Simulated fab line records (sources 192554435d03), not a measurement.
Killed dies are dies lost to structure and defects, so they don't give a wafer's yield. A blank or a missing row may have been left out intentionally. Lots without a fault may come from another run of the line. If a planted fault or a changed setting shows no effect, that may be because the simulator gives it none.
fab line records | flow n5Finfet
record: lots: 7 wafers: 19 lastDay: 16
route steps=1938 shown BEOL_M6@1228 PASSIVATION@1936
lots untouched by any fault: they come from a run of this same line in which no faults occurred
startH: the number of hours between the record's first day and the start of the first shown wafer of the lot | waitH: time in hours since the lot's previous step | " unchanged from the row above | L1.1+2: a row that stands for several wafers | - no value, or no start given | * or withheld: withheld | < > ~ a bound
route shown NAME@n: NAME is a module with steps in the file, n the number in the route of the first one | usual: mean and standard deviation over wafers with no fault | same: alike in all rows | chamber/n: place in a boat | sites: readings site by site | _std_site: standard deviation of those values | _edge_site: inner sites' mean taken away from outer sites' mean | radiusMm: how far each site lies from the wafer's centre | mask NAME#n: copy n | behind: tool/chamber where the wafer was last shaped | hold: the reason the lot was held/the length of the hold in hours/how it ended | device: which transistor (n, p or np) failed to switch | end of line: the tests these same wafers got at the end of their route | for a step that has no rows: nothing shown but its recipe | killed: dies lost to structure and defects at the first sort, not the wafer's yield | map: a wafer's dies, marking killed ones x, the rest . and places with no die _
set.NAME: the run value of the setting; set.NAME@STEP: its run value at that earlier step | model.NAME: the simulator's own value behind a step, which no gauge read
lots at some steps of the route; a table a step, a row a wafer
services: from which hour (startH, from the record's first day; less than 0 if before it) a tool's chamber was out of use, for how many hours, and why
== steps ==
step: N5_BEOL_M6_OVL_MEAS_29
recipe: pointsPerWafer: 522
usual: V5_OVL: 0.1/0.73
columns lot.wafer tool chamber startH waitH V5_OVL[nm]
L360.3 overlay-02 0 175.85 0.0 -0.4
L360.5 " 0 " " 0.3
L360.6 " 0 " " 0.0
L365.3 overlay-01 0 209.93 0.0 -0.4
L365.4 " 0 " " -0.5
L365.5 " 0 " " 0.7
L367.1 overlay-01 0 218.86 0.0 0.5
L367.4 " 0 " " -0.7
L367.5 " 0 " " 0.0
L371.4 overlay-02 0 246.26 0.0 0.6
L371.6 " 0 " " 0.0
L372.3 overlay-01 0 251.05 0.0 -0.9
L372.6 " 0 " " -0.1
L377.1 overlay-01 0 277.32 0.0 0.8
L377.4 " 0 " " 0.4
L377.6 " 0 " " -0.2
L379.2 overlay-02 0 295.83 0.0 0.7
L379.3 " 0 " " 0.2
L379.4 " 0 " " 1.5
step: N5_BEOL_M6_INSPECT_30
recipe: mode: adi inspectInstrument: brightfield
usual: rawDefectCount: 383/97
columns lot.wafer tool chamber startH waitH rawDefectCount
L360.3 defectInspect-01 - 175.90 0.0 250
L360.5 " - " " 270
L360.6 " - " " 185
L365.3 defectInspect-01 - 209.98 0.0 312
L365.4 " - " " 506
L365.5 " - " " 342
L367.1 defectInspect-02 - 218.92 0.1 404
L367.4 " - " " 397
L367.5 " - " " 369
L371.4 defectInspect-02 - 246.30 0.0 359
L371.6 " - " " 378
L372.3 defectInspect-02 - 251.11 0.1 436
L372.6 " - " " 405
L377.1 defectInspect-02 - 277.39 0.1 481
L377.4 " - " " 503
L377.6 " - " " 425
L379.2 defectInspect-01 - 295.88 0.0 301
L379.3 " - " " 208
L379.4 " - " " 252
step: N5_BEOL_M6_DESCUM_33
recipe: chemistry: O2 timeS: 7 sourcePowerW: 50 biasPowerW: 20 pressureMtorr: 20 rfFrequencyHz: 2.712e+07 tempC: 40 resist: CAR-EUV o2FlowSccm: 225
usual: drypumpMotorCurrentA: 5.7/0.48 o2FlowSccm: 225.1/0.62 oesProductAu: 0.77/0.081 rfVppV: 243.6/1.6 showerheadPlenumPTorr: 2.12/0.084 throttleValvePct: 20.43/0.2
columns lot.wafer tool chamber startH waitH drypumpMotorCurrentA o2FlowSccm oesProductAu rfHoursCounterH rfVppV showerheadPlenumPTorr throttleValvePct
L360.3 rieDiel-01 3 175.93 0.0 5.7 225.3 0.73 187 243.3 2.13 20.24
L360.5 " 1 " " 5.7 225.5 0.71 - 241.9 2.00 20.46
L360.6 " 2 " " 5.0 225.3 0.98 - 244.5 2.22 20.39
L365.3 rieDiel-03 2 210.01 0.0 6.0 226.2 0.76 165 241.6 1.99 20.36
L365.4 " 1 " " 5.2 225.2 0.87 66 244.8 2.21 20.09
L365.5 " 1 " " 5.2 225.0 0.87 - 244.3 2.21 20.08
L367.1 rieDiel-01 3 219.53 0.6 5.7 224.6 0.72 206 245.1 2.13 20.25
L367.4 " 0 " " 6.5 224.8 0.81 88 241.6 2.15 20.49
L367.5 " 2 " " 5.0 225.3 0.92 - 245.3 2.21 20.42
L371.4 rieDiel-01 2 246.60 0.3 5.1 225.2 0.89 42 244.5 2.21 20.43
L371.6 " 3 " " 5.7 224.7 0.71 - 245.4 2.12 20.29
L372.3 rieDiel-01 0 251.33 0.2 6.5 225.0 0.81 105 244.4 2.15 20.52
L372.6 " 0 " " 6.5 225.2 0.80 - 241.5 2.15 20.51
L377.1 rieDiel-03 1 277.42 0.0 5.2 225.5 0.83 96 243.7 2.20 20.11
L377.4 " 2 " " 6.0 224.4 0.73 196 242.2 1.98 20.40
L377.6 " 1 " " 5.2 224.5 0.83 - 242.9 2.20 20.13
L379.2 rieDiel-03 2 296.54 0.7 6.0 225.5 0.73 204 240.6 1.98 20.43
L379.3 " 1 " " 5.2 225.7 0.82 104 245.9 2.19 20.15
L379.4 " 2 " " 6.0 225.1 0.73 - 241.5 1.98 20.42
step: N5_BEOL_M6_ETCH_72
recipe: chemistry: N2/H2 target: underlayer targetDepthA: 65 maskMaterial: CAR-EUV timeS: 5.2 ionEnergyEv: 200 pressureMtorr: 30 sourceW: 840 biasW: 150 n2FlowSccm: 200 h2FlowSccm: 200 ends: cleared
step: N5_BEOL_M6_ETCH_65
recipe: chemistry: CF4 target: SiARC targetDepthA: 156 maskMaterial: CAR-EUV timeS: 26 ionEnergyEv: 80 pressureMtorr: 40 sourceW: 545 biasW: 36 Ar_flow_sccm: 100 cf4FlowSccm: 100 ends: cleared
usual: drypumpMotorCurrentA: 5.7/0.48 etchRfOnTimeS: 25.8/0.79 oesProductAu: 0.66/0.069 rfVppV: 184.3/1.3 showerheadPlenumPTorr: 2.18/0.09 throttleValvePct: 15.69/0.21
columns lot.wafer tool chamber startH waitH drypumpMotorCurrentA etchRfOnTimeS oesProductAu rfHoursCounterH rfVppV showerheadPlenumPTorr throttleValvePct
L360.3 rieDiel-01 3 175.99 0.0 5.7 26.2 0.63 187 186.2 2.21 15.64
L360.5 " 1 " " 5.8 26.3 0.61 - 180.9 2.05 15.61
L360.6 " 2 " " 5.1 26.2 0.83 - 185.6 2.29 15.62
L365.3 rieDiel-03 2 210.06 0.0 6.0 24.9 0.66 165 182.7 2.05 15.62
L365.4 " 1 " " 5.2 24.2 0.75 66 185.1 2.28 15.44
L365.5 " 1 " " 5.2 24.5 0.76 - 186.0 2.28 15.46
L367.1 rieDiel-01 3 219.58 0.0 5.7 26.3 0.62 206 185.3 2.20 15.67
L367.4 " 0 " " 6.5 25.8 0.69 88 183.7 2.18 15.45
L367.5 " 2 " " 5.0 25.9 0.79 - 185.9 2.29 15.67
L371.4 rieDiel-01 2 246.65 0.0 5.1 25.6 0.77 42 185.6 2.28 15.70
L371.6 " 3 " " 5.7 26.0 0.61 - 184.4 2.20 15.70
L372.3 rieDiel-01 0 251.38 0.0 6.5 25.8 0.66 105 184.6 2.17 15.47
L372.6 " 0 " " 6.5 25.8 0.67 - 184.3 2.17 15.45
L377.1 rieDiel-03 1 277.47 0.0 5.2 24.9 0.71 96 184.7 2.27 15.52
L377.4 " 2 " " 6.0 25.3 0.64 196 182.8 2.04 15.68
L377.6 " 1 " " 5.2 24.9 0.71 - 185.2 2.27 15.52
L379.2 rieDiel-03 2 296.59 0.0 6.0 25.7 0.63 204 183.3 2.04 15.70
L379.3 " 1 " " 5.2 25.3 0.71 104 184.4 2.26 15.54
L379.4 " 2 " " 6.0 25.4 0.63 - 182.2 2.04 15.69
step: N5_BEOL_M6_ETCH_66
recipe: chemistry: N2/H2 target: SOC targetDepthA: 800 overetchA: 160 maskMaterial: SiARC tempC: 40 timeS: 120 ionEnergyEv: 200 pressureMtorr: 30 sourceW: 840 biasW: 150 n2FlowSccm: 200 h2FlowSccm: 200
usual: drypumpMotorCurrentA: 5.7/0.48 h2FlowSccm: 199.9/0.58 n2FlowSccm: 200.0/0.6 oesProductAu: 0.59/0.058 rfVppV: 524.8/3 showerheadPlenumPTorr: 2.59/0.11 throttleValvePct: 17.90/0.28
columns lot.wafer tool chamber startH waitH drypumpMotorCurrentA h2FlowSccm n2FlowSccm oesProductAu rfHoursCounterH rfVppV showerheadPlenumPTorr throttleValvePct
L360.3 rieDiel-01 3 176.01 0.0 5.7 200.7 199.2 0.57 187 525.8 2.68 18.11
L360.5 " 1 " " 5.7 199.6 198.8 0.55 - 520.2 2.43 17.91
L360.6 " 2 " " 5.1 199.8 199.1 0.74 - 527.6 2.73 17.97
L365.3 rieDiel-03 2 210.09 0.0 6.0 198.5 199.9 0.58 165 521.1 2.42 17.68
L365.4 " 1 " " 5.2 199.9 200.8 0.66 66 527.4 2.67 17.33
L365.5 " 1 " " 5.2 199.6 200.1 0.65 - 527.3 2.67 17.33
L367.1 rieDiel-01 3 219.61 0.0 5.7 200.2 200.1 0.55 206 525.7 2.67 18.16
L367.4 " 0 " " 6.5 199.0 200.7 0.62 89 524.2 2.58 17.66
L367.5 " 2 " " 5.1 200.0 199.3 0.71 - 528.2 2.72 17.99
L371.4 rieDiel-01 2 246.68 0.0 5.0 200.3 200.2 0.69 42 527.1 2.72 18.02
L371.6 " 3 " " 5.7 201.2 199.7 0.55 - 525.9 2.67 18.17
L372.3 rieDiel-01 0 251.41 0.0 6.5 201.0 199.4 0.60 105 524.2 2.57 17.68
L372.6 " 0 " " 6.5 200.5 199.6 0.60 - 524.2 2.57 17.68
L377.1 rieDiel-03 1 277.50 0.0 5.2 200.9 199.8 0.63 96 528.5 2.66 17.39
L377.4 " 2 " " 6.0 199.5 199.8 0.56 196 520.8 2.41 17.74
L377.6 " 1 " " 5.2 200.2 200.4 0.63 - 527.9 2.66 17.39
L379.2 rieDiel-03 2 296.62 0.0 6.0 199.5 199.3 0.56 204 520.0 2.40 17.73
L379.3 " 1 " " 5.1 199.8 200.9 0.61 104 527.3 2.65 17.40
L379.4 " 2 " " 6.0 201.1 200.3 0.56 - 520.7 2.40 17.74
step: N5_BEOL_M6_STRIP_69
recipe: chemistry: N2/H2 tempC: 40 n2FlowSccm: 200 h2FlowSccm: 200 rfFrequencyHz: 6e+07
step: N5_BEOL_M6_STRIP_73
recipe: chemistry: N2/H2 tempC: 40 n2FlowSccm: 200 h2FlowSccm: 200 rfFrequencyHz: 6e+07
step: N5_BEOL_M6_VIA_ETCH_34
recipe: chemistry: C4F6/O2 target: SiCOH_lowk targetDepthA: 1263 maskMaterial: SOC taperDeg: 4 timeS: 50.9 ionEnergyEv: 250 pressureMtorr: 30 sourceW: 345 biasW: 185 Ar_flow_sccm: 300 C4F6_flow_sccm: 10 O2_flow_sccm: 10
step: N5_BEOL_M6_STRIP_76
recipe: chemistry: C4F6/O2 resist: SiARC rfFrequencyHz: 6e+07
step: N5_BEOL_M6_STRIP_36
recipe: chemistry: N2/H2 powerW: 450 tempC: 40 pressureMtorr: 20 rfFrequencyHz: 6e+07 overashFraction: 0.3 biasPowerW: 7 h2Frac: 0.5 n2FlowSccm: 200 h2FlowSccm: 200
step: N5_BEOL_M6_TRENCH_ETCH_37
recipe: chemistry: C4F6/O2 targetDepthA: 944.35 target: SiCOH_lowk timeS: 31.5 ionEnergyEv: 250 pressureMtorr: 30 sourceW: 345 biasW: 185 Ar_flow_sccm: 300 C4F6_flow_sccm: 10 O2_flow_sccm: 10
usual: drypumpMotorCurrentA: 5.7/0.48 oes_ar_750_au: 0.77/0.077 oesProductAu: 0.77/0.081 rfVppV: 675/19 showerheadPlenumPTorr: 2.89/0.11 throttleValvePct: 21.00/0.18
columns lot.wafer tool chamber startH waitH drypumpMotorCurrentA oes_ar_750_au oesProductAu rfHoursCounterH rfVppV showerheadPlenumPTorr throttleValvePct
L360.3 rieDiel-01 3 - - 5.7 0.74 0.74 187 712 2.95 20.94
L360.5 " 1 " " 5.7 0.73 0.72 - 659 2.72 20.92
L360.6 " 2 " " 5.1 0.96 0.97 - 665 3.03 20.96
L365.3 rieDiel-03 2 - - 6.0 0.76 0.77 165 671 2.72 20.91
L365.4 " 1 " " 5.2 0.85 0.89 66 689 3.02 20.72
L365.5 " 1 " " 5.2 0.84 0.88 - 688 3.02 20.71
L367.1 rieDiel-01 3 - - 5.7 0.72 0.73 206 713 2.94 20.98
L367.4 " 0 " " 6.5 0.81 0.80 89 665 2.90 20.86
L367.5 " 2 " " 5.1 0.91 0.92 - 665 3.02 21.01
L371.4 rieDiel-01 2 - - 5.0 0.89 0.90 43 664 3.02 21.02
L371.6 " 3 " " 5.7 0.70 0.72 - 711 2.93 21.00
L372.3 rieDiel-01 0 - - 6.5 0.79 0.79 105 667 2.90 20.87
L372.6 " 0 " " 6.5 0.80 0.79 - 665 2.90 20.87
L377.1 rieDiel-03 1 - - 5.2 0.81 0.85 96 687 3.00 20.76
L377.4 " 2 " " 6.0 0.74 0.74 196 669 2.71 20.93
L377.6 " 1 " " 5.2 0.81 0.84 - 687 3.00 20.77
L379.2 rieDiel-03 2 - - 6.0 0.74 0.74 204 667 2.71 20.96
L379.3 " 1 " " 5.2 0.81 0.83 104 687 3.00 20.78
L379.4 " 2 " " 6.0 0.74 0.73 - 668 2.71 20.95
step: N5_BEOL_M6_ETCH_41
recipe: chemistry: CH3F/O2 target: SiCN targetDepthA: 297 taperDeg: 2 timeS: 52 ionEnergyEv: 120 maskMaterial: TiN pressureMtorr: 30 sourceW: 395 biasW: 75 Ar_flow_sccm: 150 CH3F_flow_sccm: 30 O2_flow_sccm: 20
usual: drypumpMotorCurrentA: 5.7/0.48 oesProductAu: 0.77/0.08 rfVppV: 297.9/1.8 showerheadPlenumPTorr: 2.03/0.083 throttleValvePct: 16.38/0.19
columns lot.wafer tool chamber startH waitH drypumpMotorCurrentA oesProductAu rfHoursCounterH rfVppV showerheadPlenumPTorr throttleValvePct model.etch.depthNm
L360.3 rieDiel-01 3 176.24 - 5.7 0.74 187 299.7 2.07 16.35 19.78
L360.5 " 1 " " 5.8 0.71 - 295.6 1.91 16.34 19.3
L360.6 " 2 " " 5.0 0.97 - 299.5 2.14 16.29 19.78
L365.3 rieDiel-03 2 210.31 - 6.0 0.77 165 295.3 1.91 16.32 20.17
L365.4 " 1 " " 5.1 0.88 66 299.4 2.12 16.08 20.67
L365.5 " 1 " " 5.2 0.88 - 299.2 2.12 16.07 20.66
L367.1 rieDiel-01 3 219.83 - 5.7 0.65 206 299.1 2.06 16.38 16.43
L367.4 " 0 " " 6.5 0.81 89 297.9 2.04 16.20 19.86
L367.5 " 2 " " 5.1 0.91 - 299.0 2.13 16.32 19.61
L371.4 rieDiel-01 2 246.91 - 5.0 0.89 43 297.5 2.12 16.34 19.78
L371.6 " 3 " " 5.7 0.65 - 298.9 2.06 16.41 16.58
L372.3 rieDiel-01 0 251.63 - 6.5 0.78 105 297.2 2.04 16.23 19.61
L372.6 " 0 " " 6.5 0.70 - 298.3 2.04 16.25 16.34
L377.1 rieDiel-03 1 277.72 - 5.2 0.83 96 298.6 2.11 16.13 20.11
L377.4 " 2 " " 6.0 0.74 196 294.8 1.90 16.40 20.01
L377.6 " 1 " " 5.2 0.84 - 300.1 2.11 16.14 20.29
L379.2 rieDiel-03 2 296.85 - 6.0 0.74 204 295.2 1.90 16.41 20
L379.3 " 1 " " 5.1 0.82 104 300.2 2.11 16.16 20.38
L379.4 " 2 " " 6.0 0.74 - 295.7 1.90 16.41 20.05
step: N5_BEOL_M6_STRIP_80
recipe: chemistry: N2/H2 timeS: 10 powerW: 450 tempC: 40 pressureMtorr: 20 rfFrequencyHz: 6e+07 biasPowerW: 7 n2FlowSccm: 200 h2FlowSccm: 200
usual: drypumpMotorCurrentA: 5.7/0.48 h2FlowSccm: 200.0/0.59 n2FlowSccm: 200.0/0.53 oesProductAu: 0.77/0.081 rfVppV: 59.2/0.91 showerheadPlenumPTorr: 2.58/0.11 throttleValvePct: 23.8/0.38
columns lot.wafer tool chamber startH waitH drypumpMotorCurrentA h2FlowSccm n2FlowSccm oesProductAu rfHoursCounterH rfVppV showerheadPlenumPTorr throttleValvePct
L360.3 rieDiel-01 3 - - 5.7 201.0 200.3 0.73 187 60.5 2.68 24.1
L360.5 " 1 " " 5.8 200.2 199.5 0.70 - 56.8 2.42 23.8
L360.6 " 2 " " 5.1 200.0 200.3 0.96 - 59.4 2.73 24.0
L365.3 rieDiel-03 2 - - 6.0 200.5 200.1 0.75 165 58.6 2.42 23.3
L365.4 " 1 " " 5.2 199.8 200.0 0.87 66 60.2 2.67 22.9
L365.5 " 1 " " 5.2 199.9 199.4 0.87 - 59.3 2.67 22.9
L367.1 rieDiel-01 3 - - 5.7 199.0 199.9 0.72 207 59.0 2.67 24.1
L367.4 " 0 " " 6.5 198.9 201.1 0.82 89 57.7 2.58 23.5
L367.5 " 2 " " 5.1 200.7 199.2 0.92 - 60.3 2.72 24.1
L371.4 rieDiel-01 2 - - 5.0 199.4 199.7 0.89 43 59.5 2.71 24.1
L371.6 " 3 " " 5.7 199.0 200.9 0.71 - 59.2 2.66 24.1
L372.3 rieDiel-01 0 - - 6.5 200.2 200.1 0.80 105 59.5 2.57 23.6
L372.6 " 0 " " 6.6 199.5 199.9 0.80 - 59.7 2.57 23.6
L377.1 rieDiel-03 1 - - 5.2 199.1 200.3 0.83 96 60.2 2.65 22.9
L377.4 " 2 " " 6.0 199.5 199.9 0.74 196 59.7 2.40 23.4
L377.6 " 1 " " 5.2 200.3 199.6 0.83 - 58.7 2.65 22.9
L379.2 rieDiel-03 2 - - 6.0 200.4 199.8 0.73 204 58.2 2.40 23.4
L379.3 " 1 " " 5.1 199.7 199.9 0.81 104 60.0 2.65 22.9
L379.4 " 2 " " 6.0 199.7 199.7 0.72 - 58.7 2.40 23.4
step: N5_PASSIVATION_PROBE_49
usual: defectLimitedYield: 91.4/1.6 killed_at_M0_to_M3: 31/11 killed_at_M4_up: 14/5.7 killedAtContacts: 12/6 killedAtFrontEnd: 41/13 killedAtOther: 3.3/2.8 killedDies: 101/19 killedOpen: 67/14 killedShort: 33/8.2 sort_bin_4_leakage: 0.0/0.37 sort_bin_5_function: 5.0/1.1 sort_bin_6_memory: 3.3/0.74 sortNPass: 1078/20 sortYieldPct: 91.3/1.7
same: grossDies: 1180 killedAtBackSide: 0 sort_bin_8_speed[%]: 0
columns lot.wafer tool chamber startH waitH defectLimitedYield[%] killed_at_M0_to_M3 killed_at_M4_up killedAtContacts killedAtFrontEnd killedAtOther killedDies killedOpen killedShort sort_bin_4_leakage[%] sort_bin_5_function[%] sort_bin_6_memory[%] sortNPass sortYieldPct[%]
L371.6 prober-02 - 328.70 0.3 91.5 45 15 21 17 2 100 65 33 0 5.1 3.0 1080 91.5
L379.2 prober-01 - 380.92 0.1 95.3 13 18 7 13 5 56 35 20 0 2.8 1.8 1124 95.3
L379.3 prober-01 - 380.97 0.1 91.9 27 17 16 29 6 95 57 38 0 5.2 2.6 1085 91.9
L379.4 prober-01 - 381.02 0.2 91.6 26 16 24 30 3 99 70 28 0 5.1 2.9 1081 91.6
killed by level:class
L371.6 MOL_CONTACT_COAG:geometricParticle:open=16 BEOL_M3:geometricParticle:open=10 BEOL_M2:geometricParticle:open=9 BEOL_M0_SAQP:geometricParticle:open=6 MOL_CONTACT_COAG:geometricParticle:short=5 BEOL_M0_SAQP:geometricParticle:short=5 BEOL_M1:geometricParticle:open=5 BEOL_M4:geometricParticle:open=5
L379.2 BEOL_M5:geometricParticle:open=9 BEOL_M0_SAQP:geometricParticle:short=5 MOL_CONTACT_COAG:geometricParticle:open=4 BEOL_M3:geometricParticle:open=4 FIN_SAQP:geometricParticle:open=3 MOL_CONTACT_COAG:geometricParticle:short=3 BEOL_M4:geometricParticle:open=3 BEOL_M7:geometricParticle:open=3
L379.3 MOL_CONTACT_COAG:geometricParticle:open=9 STI_FIN_REVEAL:geometricParticle:open=8 MOL_CONTACT_COAG:geometricParticle:short=7 DUMMY_GATE:geometricParticle:open=6 BEOL_M2:geometricParticle:open=6 BEOL_M5:geometricParticle:open=6 BEOL_M0_SAQP:geometricParticle:open=5 BEOL_M3:geometricParticle:open=5
L379.4 MOL_CONTACT_COAG:geometricParticle:open=19 STI_FIN_REVEAL:geometricParticle:open=9 FIN_SAQP:geometricParticle:open=7 BEOL_M0_SAQP:geometricParticle:short=6 BEOL_M0_SAQP:geometricParticle:open=6 MOL_CONTACT_COAG:geometricParticle:short=5 BEOL_M4:geometricParticle:open=5 BEOL_M2:geometricParticle:open=4
== services ==
columns tool chamber startH hours kind
rieDiel-03 0 159.33 1.3 repair
rieDiel-03 1 185.26 8.8 repair
rieDiel-03 3 194.43 6.1 repair
rieDiel-03 3 280.33 - clean
rieDiel-03 3 280.33 - consumableReplace:focusRing
rieDiel-03 3 280.33 19.1 scheduledDown
rieDiel-03 3 280.33 19.1 ventCycle
== key ==
firstSign none at tools or gauges
modelEffect: step: N5_BEOL_M6_ETCH_41 value: etch.depthNm without: 19.8 struck: 16.45
metAt N5_BEOL_M6_ETCH_41
struckWafers L367.1,L371.6,L372.6
onsetBetween 176.24 219.83
fault: kind: processParameterDrift tool: rieDiel-01 chamber: - onsetH: 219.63 steps: N5_BEOL_M6_ETCH_41 channel: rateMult offset: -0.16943 shape: step endH: 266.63 scope: struckWafersOnly
